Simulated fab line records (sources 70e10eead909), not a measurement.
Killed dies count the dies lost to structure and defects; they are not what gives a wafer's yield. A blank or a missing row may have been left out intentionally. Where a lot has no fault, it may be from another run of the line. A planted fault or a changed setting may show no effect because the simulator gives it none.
Chamber matching -- flow nand_harc -- NHARC_A_DECK1_JOINT_ETCHBACK_07 on rie_si-04 has 4 sister chambers
The step etches the open film in HBr, target depth 105 nm, time 26.9 s. 4 wafers are shown with their chamber, then 7 later ones without.

== WAFERS WITH THEIR CHAMBER ==
wafer,chamber,he_backside_leak_sccm (sccm)
L258.2,2,2.77
L274.5,3,2.59
L276.1,1,2.38
L276.3,0,2.88

== WAFERS WITHOUT THEIR CHAMBER ==
wafer,he_backside_leak_sccm (sccm)
L276.6,2.70
L278.2,2.99
L278.3,2.66
L278.5,2.33
L280.2,2.82
L280.4,2.94
L280.6,2.83

== CHAMBER TAKEN BY EACH ==
wafer,from the rows above,in truth
L276.6,can't be placed: 2 or 3 or 0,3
L278.2,can't be placed: 0 or 2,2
L278.3,can't be placed: 3 or 2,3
L278.5,1,1
L280.2,can't be placed: 2 or 0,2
L280.4,can't be placed: 0 or 2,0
L280.6,can't be placed: 0 or 2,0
Correctly placed: 1 of 7. Unplaceable from these rows: 6, with the true chamber sitting among the candidates in 6. Placed wrongly: 0.
How it was worked out, from the rows above alone: a wafer's distance from a chamber is the root of the sum, over the readings, of the square of ((its reading less the chamber's mean) divided by the reading's scatter). If the next closest chamber is less than 2 further off than the closest, the wafer can't be placed; otherwise it belongs to the closest. A chamber's mean is the mean of its shown wafers. The scatter: root of mean squared gap, hidden wafer to nearest shown wafer, with one shown wafer a chamber.
